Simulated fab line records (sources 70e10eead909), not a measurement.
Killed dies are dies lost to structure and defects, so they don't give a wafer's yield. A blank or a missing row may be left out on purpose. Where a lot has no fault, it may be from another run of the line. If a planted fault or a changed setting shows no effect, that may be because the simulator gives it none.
fab line records	flow nandHarc	part 2 of 2: steps 26 to 31 of 31
[record] lots = 5	wafers = 15	lastDay = 23
route steps=1159 shown A_STAIRCASE@525
lots untouched by any fault: they come from a run of this same line in which no faults occurred
startH: hours from the record's opening day to when the first of the lot's shown wafers began	waitH: time in hours since the lot's previous step	" the same as in the row above	L1.1+2: several wafers, shown together as one row	- no value, or no start given	* or withheld: withheld	< > ~ a bound
route shown NAME@n: names a module that has steps shown in the file, with the first one's number in the route	usual: mean and standard deviation over wafers with no fault	same: alike in all rows	chamber/n: place in a boat	sites: each site's reading	_std_site: how widely they spread, as a standard deviation	_edge_site: inner sites' mean taken away from outer sites' mean	radiusMm: for every site, how far away it sits from the centre of the wafer	mask NAME#n: copy n	behind: tool/chamber where the wafer was last shaped	hold: the reason the lot was held/the length of the hold in hours/how it ended	device: whichever transistor did not switch (one of n, p or np)	end of line: tests of these same wafers at the route's end	for a step that has no rows: nothing shown but its recipe	killed: at the first sort, the dies lost to defects and structure; wafer yield is something else	map: per-die view of a wafer (x killed, . not killed, _ where there is no die)
set.NAME: the setting as run; set.NAME@STEP: as run at that earlier step	model.NAME: the simulator's own value behind a step, which no gauge read
lots at selected steps of the route; one table per step, one row per wafer
services: from which hour (startH, from the record's first day; less than 0 if before it) a tool's chamber was out of use, for how many hours, and why
[[steps]]
[step NHARC_A_STAIRCASE_TRIM_16]
[recipe] timeS = 211.2	o2FlowSccm = 500	arFlowSccm = 0	biasW = 0	chemistry = O2
[usual] drypumpMotorCurrentA = 5.6/0.52	oesProductAu = 0.997/0.0067	rfVppV = 57.9/0.82	showerheadPlenumPTorr = 3.52/0.15	throttleValvePct = 17.036/0.0091
lot.wafer	tool	chamber	startH	waitH	drypumpMotorCurrentA	oesProductAu	rfHoursCounterH	rfVppV	showerheadPlenumPTorr	throttleValvePct
L077.1	rieDiel-01	0	-	-	5.8	0.993	24	57.7	3.68	17.020
L077.2	"	2	"	"	4.8	0.991	39	58.5	3.59	17.041
L077.5	"	3	"	"	5.2	0.999	-	59.3	3.69	17.044
L082.1	rieDiel-04	1	-	-	5.0	0.999	62	57.9	3.50	17.030
L082.5	"	0	"	"	6.0	0.995	-	58.3	3.61	17.029
L082.4	"	1	"	"	5.0	0.998	-	57.9	3.50	17.034
L081.3	rieDiel-04	2	-	-	5.4	0.986	56	58.1	3.50	17.030
L081.2	"	1	"	"	5.0	1.000	63	58.3	3.50	17.041
L081.5	"	1	"	"	5.0	0.998	-	56.6	3.50	17.023
L088.2	rieDiel-08	3	-	-	5.5	1.002	5	57.5	3.29	17.034
L088.1	"	0	"	"	5.9	0.995	5	57.2	3.30	17.034
L088.6	"	2	"	"	5.2	0.993	-	58.3	3.77	17.016
L090.2	rieDiel-04	0	-	-	6.0	0.993	16	57.9	3.60	17.045
L090.4	"	2	"	"	5.4	1.005	16	57.5	3.49	17.062
L090.5	"	3	"	"	6.7	1.004	-	58.9	3.38	17.040
[step NHARC_A_STAIRCASE_ETCH_17]
[recipe] targetDepthA = 1000	timeS = 40.5	ionEnergyEv = 400	c4f8FlowSccm = 20	o2FlowSccm = 10	arFlowSccm = withheld	rfW = 600	biasW = 1000	chemistry = C4F8/O2
[usual] oesProductAu = 0.940/0.01	rfVppV = 896/5.4
lot.wafer	tool	chamber	startH	waitH	oesProductAu	rfHoursCounterH	rfVppV
L077.2	rieDiel-01	2	-	-	0.933	39	897
L077.1	"	1	"	"	0.930	37	889
L077.5	"	3	"	"	0.928	-	900
L082.1	rieDiel-04	2	-	-	0.936	56	896
L082.5	"	2	"	"	0.933	-	897
L082.4	"	0	"	"	0.933	-	899
L081.2	rieDiel-04	2	-	-	0.943	56	897
L081.3	"	1	"	"	0.950	63	895
L081.5	"	0	"	"	0.945	-	898
L088.2	rieDiel-08	1	-	-	0.940	5	892
L088.1	"	3	"	"	0.943	5	887
L088.6	"	1	"	"	0.947	-	891
L090.4	rieDiel-04	0	-	-	0.939	16	900
L090.2	"	1	"	"	0.947	10	895
L090.5	"	2	"	"	0.939	-	895
[step NHARC_A_STAIRCASE_TRIM_18]
[recipe] timeS = 211.2	o2FlowSccm = 500	arFlowSccm = 0	biasW = 0	chemistry = O2
[usual] drypumpMotorCurrentA = 5.5/0.49	oesProductAu = 0.998/0.007	rfVppV = 57.8/0.93	showerheadPlenumPTorr = 3.52/0.15	throttleValvePct = 17.038/0.0089
lot.wafer	tool	chamber	startH	waitH	drypumpMotorCurrentA	oesProductAu	rfHoursCounterH	rfVppV	showerheadPlenumPTorr	throttleValvePct
L077.2	rieDiel-01	0	-	-	5.8	0.989	25	57.4	3.68	17.053
L077.1	"	1	"	"	5.5	0.992	37	56.4	3.35	17.033
L077.5	"	0	"	"	5.8	0.991	-	59.5	3.68	17.050
L082.1	rieDiel-04	2	-	-	5.4	1.013	56	57.5	3.50	17.045
L082.5	"	1	"	"	5.0	0.993	-	57.6	3.50	17.055
L082.4	"	2	"	"	5.4	1.010	-	57.8	3.50	17.055
L081.2	rieDiel-04	1	-	-	5.0	0.994	63	57.9	3.50	17.049
L081.3	"	2	"	"	5.4	0.999	56	57.1	3.50	17.017
L081.5	"	2	"	"	5.4	0.995	-	60.0	3.50	17.023
L088.1	rieDiel-08	3	-	-	5.5	0.991	5	56.0	3.29	17.025
L088.2	"	0	"	"	5.9	0.991	5	57.0	3.30	17.039
L088.6	"	2	"	"	5.2	0.993	-	57.9	3.76	17.031
L090.4	rieDiel-04	1	-	-	5.0	1.001	10	56.6	3.49	17.039
L090.2	"	3	"	"	6.7	0.991	12	57.5	3.38	17.018
L090.5	"	0	"	"	5.9	1.003	-	57.2	3.60	17.046
[step NHARC_A_STAIRCASE_ETCH_19]
[recipe] targetDepthA = 1000	timeS = 40.5	ionEnergyEv = 400	c4f8FlowSccm = 20	o2FlowSccm = 10	arFlowSccm = withheld	rfW = 600	biasW = 1000	chemistry = C4F8/O2
[usual] oesProductAu = 0.940/0.0095	rfVppV = 895/5.4
lot.wafer	tool	chamber	startH	waitH	oesProductAu	rfHoursCounterH	rfVppV
L077.1	rieDiel-01	1	-	-	0.938	37	888
L077.2	"	0	"	"	0.933	25	900
L077.5	"	2	"	"	0.942	-	897
L082.1	rieDiel-04	1	-	-	0.933	63	897
L082.4	"	2	"	"	0.946	-	895
L082.5	"	0	"	"	0.931	-	899
L081.3	rieDiel-04	0	-	-	0.935	62	898
L081.2	"	2	"	"	0.944	56	894
L081.5	"	0	"	"	0.933	-	899
L088.2	rieDiel-08	2	-	-	0.932	5	905
L088.1	"	1	"	"	0.939	5	892
L088.6	"	2	"	"	0.935	-	905
L090.2	rieDiel-04	0	-	-	0.930	16	899
L090.4	"	1	"	"	0.934	10	895
L090.5	"	3	"	"	0.952	-	891
[step NHARC_A_STAIRCASE_TRIM_20]
[recipe] timeS = 211.2	o2FlowSccm = 500	arFlowSccm = 0	biasW = 0	chemistry = O2
[usual] drypumpMotorCurrentA = 5.6/0.51	oesProductAu = 0.999/0.0076	rfVppV = 57.7/0.92	showerheadPlenumPTorr = 3.49/0.16	throttleValvePct = 17.035/0.0082
lot.wafer	tool	chamber	startH	waitH	drypumpMotorCurrentA	oesProductAu	rfHoursCounterH	rfVppV	showerheadPlenumPTorr	throttleValvePct
L077.1	rieDiel-01	3	247.71	0.2	5.2	1.004	28	57.8	3.69	17.039
L077.2	"	1	"	"	5.5	0.997	37	58.1	3.35	17.028
L077.5	"	3	"	"	5.2	1.004	-	57.6	3.69	17.030
L082.4	rieDiel-01	2	278.66	0.1	4.8	0.993	54	58.0	3.58	17.036
L082.1	"	0	"	"	5.8	0.992	36	57.9	3.67	17.022
L082.5	"	2	"	"	4.8	0.988	-	58.1	3.58	17.034
L081.3	rieDiel-01	3	279.65	0.1	5.2	0.992	42	56.8	3.68	17.030
L081.2	"	1	"	"	5.5	0.999	52	57.8	3.34	17.035
L081.5	"	2	"	"	4.8	0.982	-	58.7	3.58	17.025
L088.2	rieDiel-08	0	321.06	0.1	5.9	0.993	6	57.2	3.30	17.035
L088.1	"	2	"	"	5.2	1.004	5	58.3	3.77	17.024
L088.6	"	3	"	"	5.5	1.000	-	57.0	3.29	17.035
L090.4	rieDiel-08	3	332.70	0.1	5.5	1.003	10	58.4	3.29	17.027
L090.2	"	0	"	"	5.9	0.986	11	57.5	3.30	17.026
L090.5	"	1	"	"	6.4	1.009	-	58.7	3.41	17.042
[step NHARC_A_STAIRCASE_ETCH_21]
[recipe] targetDepthA = 1000	timeS = 40.5	ionEnergyEv = 400	c4f8FlowSccm = 20	o2FlowSccm = 10	arFlowSccm = withheld	rfW = 600	biasW = 1000	chemistry = C4F8/O2
[usual] oesProductAu = 0.949/0.016	rfVppV = 895/5.9
lot.wafer	tool	chamber	startH	waitH	oesProductAu	rfHoursCounterH	rfVppV
L077.1	rieDiel-01	1	-	-	0.938	37	891
L077.2	"	2	"	"	0.939	39	899
L077.5	"	1	"	"	0.937	-	889
L082.4	rieDiel-01	1	-	-	0.927	51	889
L082.1	"	2	"	"	0.925	54	898
L082.5	"	0	"	"	0.911	-	901
L081.2	rieDiel-01	1	-	-	0.965	52	889
L081.3	"	0	"	"	0.974	36	903
L081.5	"	1	"	"	0.964	-	888
L088.1	rieDiel-08	0	-	-	0.910	6	889
L088.2	"	1	"	"	0.931	6	892
L088.6	"	3	"	"	0.923	-	888
L090.4	rieDiel-08	0	-	-	0.957	11	887
L090.2	"	2	"	"	0.964	11	904
L090.5	"	3	"	"	0.977	-	886
[[services]]
tool	chamber	startH	hours	kind
rieDiel-04	2	230.12	1.6	repair
krfScanner-03	-	235.55	1.6	repair
lithoTrack-05	-	237.00	7.0	pm
krfScanner-03	-	241.27	7.3	repair
rieDiel-04	0	243.92	-	clean
rieDiel-04	1	243.92	-	clean
rieDiel-04	2	243.92	-	clean
rieDiel-04	3	243.92	-	clean
rieDiel-04	3	257.33	51.6	repair
krfScanner-03	-	268.38	1.2	repair
rieDiel-04	0	268.42	-	clean
rieDiel-04	1	268.42	-	clean
rieDiel-04	2	268.42	-	clean
plasmaAsher-01	-	276.05	9.0	pm
plasmaAsher-02	-	283.88	3.5	repair
wetBench-09	-	288.80	8.0	pm
rieDiel-04	0	289.02	9.0	ventCycle
krfScanner-04	-	298.01	4.0	pm
rieDiel-08	-	302.10	9.0	pm
rieDiel-04	1	307.14	9.6	repair
krfScanner-04	-	314.33	0.3	repair
krfScanner-03	-	315.23	1.3	repair
rieDiel-01	-	315.57	9.0	pm
krfScanner-03	-	325.33	0.2	repair
